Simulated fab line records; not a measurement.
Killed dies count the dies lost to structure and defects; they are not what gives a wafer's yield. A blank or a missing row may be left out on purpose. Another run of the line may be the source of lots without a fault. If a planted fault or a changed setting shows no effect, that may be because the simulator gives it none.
Matching of chambers ; flow n5-finfet ; N5_HKMG_FIN_DESCUM_17 on rie-diel-04 has 4 sister chambers
The step chemistry O2, time 7.9 s. 18 wafers are shown with their chamber, then 9 later ones without.

## EACH WAFER AND ITS CHAMBER
wafer;chamber;drypump-motor-current-A (A);showerhead-plenum-p-Torr (Torr);throttle-valve-pct (%)
L074.1;2;5.4;2.18;20.74
L074.2;1;6.6;2.04;20.32
L074.3;0;5.9;2.14;20.24
L076.2;1;6.6;2.04;20.34
L076.5;2;5.4;2.18;20.76
L076.6;3;5.2;2.06;20.70
L080.2;0;5.9;2.14;19.87
L080.3;2;5.4;2.17;20.77
L080.6;1;6.6;2.04;20.34
L081.1;2;5.4;2.17;20.77
L081.3;3;5.2;2.06;20.73
L081.6;3;5.2;2.06;20.72
L087.4;1;6.6;2.04;20.36
L087.5;3;5.2;2.06;20.74
L087.6;2;5.3;2.17;20.79
L089.2;2;5.4;2.17;20.80
L089.3;0;5.9;2.14;19.87
L089.6;1;6.6;2.04;20.36

SIGNATURES (means of the wafers above)
reading;chamber 0;chamber 1;chamber 2;chamber 3;scatter within a chamber
drypump-motor-current-A;5.900;6.600;5.383;5.200;0.0244
showerhead-plenum-p-Torr;2.1400;2.0400;2.1733;2.0600;0.00309
throttle-valve-pct;19.9933;20.3440;20.7717;20.7225;0.0826
Rule: for a wafer and a chamber, the distance is found by dividing, reading by reading, the gap between the wafer's reading and the chamber's mean by the reading's scatter, squaring, summing and taking the root. The wafer belongs to the nearest chamber; if the next one is less than 2 further off, it can't be placed. The scatter: take each reading less its chamber's mean, square it, sum over the shown wafers, divide by the number of wafers less the number of chambers, and take the root.

## WAFERS WITHOUT THEIR CHAMBER
wafer;drypump-motor-current-A (A);showerhead-plenum-p-Torr (Torr);throttle-valve-pct (%)
L092.1;5.4;2.17;20.81
L092.2;6.5;2.03;20.36
L092.4;5.9;2.13;19.90
L093.1;5.4;2.17;20.79
L093.3;6.6;2.03;20.38
L093.4;5.9;2.13;19.90
L095.2;6.6;2.03;20.37
L095.3;5.9;2.13;19.91
L095.5;5.4;2.17;20.81

## CHAMBER TAKEN BY EACH
wafer;from the rows above;in truth
L092.1;2;2
L092.2;1;1
L092.4;0;0
L093.1;2;2
L093.3;1;1
L093.4;0;0
L095.2;1;1
L095.3;0;0
L095.5;2;2
Placed correctly: 9 of 9. Left unplaced by these rows: 0. Number placed wrongly: 0.
